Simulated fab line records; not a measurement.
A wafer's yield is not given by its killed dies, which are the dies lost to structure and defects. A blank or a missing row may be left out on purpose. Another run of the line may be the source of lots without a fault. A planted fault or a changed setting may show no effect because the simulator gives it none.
Chamber matching :: flow n5-finfet :: rie-diel-02 running N5_STI_FIN_REVEAL_STRIP_24: 4 sister chambers
The step strips in N2/H2, time 90 s. 4 wafers are shown with their chamber, then 7 later ones without.

== WAFERS PAIRED WITH THEIR CHAMBERS ==
wafer: L075.3
chamber: 1
showerhead-plenum-p-Torr (Torr): 3.20

wafer: L080.3
chamber: 3
showerhead-plenum-p-Torr (Torr): 3.18

wafer: L085.3
chamber: 2
showerhead-plenum-p-Torr (Torr): 3.44

wafer: L086.4
chamber: 0
showerhead-plenum-p-Torr (Torr): 3.49

== WAFERS MISSING THEIR CHAMBER ==
wafer: L086.5
showerhead-plenum-p-Torr (Torr): 3.44

wafer: L087.1
showerhead-plenum-p-Torr (Torr): 3.44

wafer: L087.4
showerhead-plenum-p-Torr (Torr): 3.58

wafer: L087.5
showerhead-plenum-p-Torr (Torr): 3.49

wafer: L092.4
showerhead-plenum-p-Torr (Torr): 3.57

wafer: L092.5
showerhead-plenum-p-Torr (Torr): 3.59

wafer: L092.6
showerhead-plenum-p-Torr (Torr): 3.48

== EACH ONE'S CHAMBER ==
wafer: L086.5
from the rows above: can't be placed: 2 or 0
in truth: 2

wafer: L087.1
from the rows above: can't be placed: 2 or 0
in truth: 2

wafer: L087.4
from the rows above: can't be placed: 0 or 2
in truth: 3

wafer: L087.5
from the rows above: can't be placed: 0 or 2
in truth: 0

wafer: L092.4
from the rows above: can't be placed: 0 or 2
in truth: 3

wafer: L092.5
from the rows above: can't be placed: 0 or 2
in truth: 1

wafer: L092.6
from the rows above: can't be placed: 0 or 2
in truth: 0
Placed correctly: 0 of 7. Unplaceable from these rows: 7, with the true chamber sitting among the candidates in 4. 0 placed wrongly.
How it was worked out, from the rows above alone: a wafer's distance from a chamber is the root of the sum, over the readings, of the square of ((its reading less the chamber's mean) divided by the reading's scatter). If the next closest chamber is less than 2 further off than the closest, the wafer can't be placed; otherwise it belongs to the closest. A chamber's mean is the mean of its shown wafers. The scatter: with one shown wafer a chamber, the root of the mean of the squares of how far each hidden wafer lies from its nearest shown one.
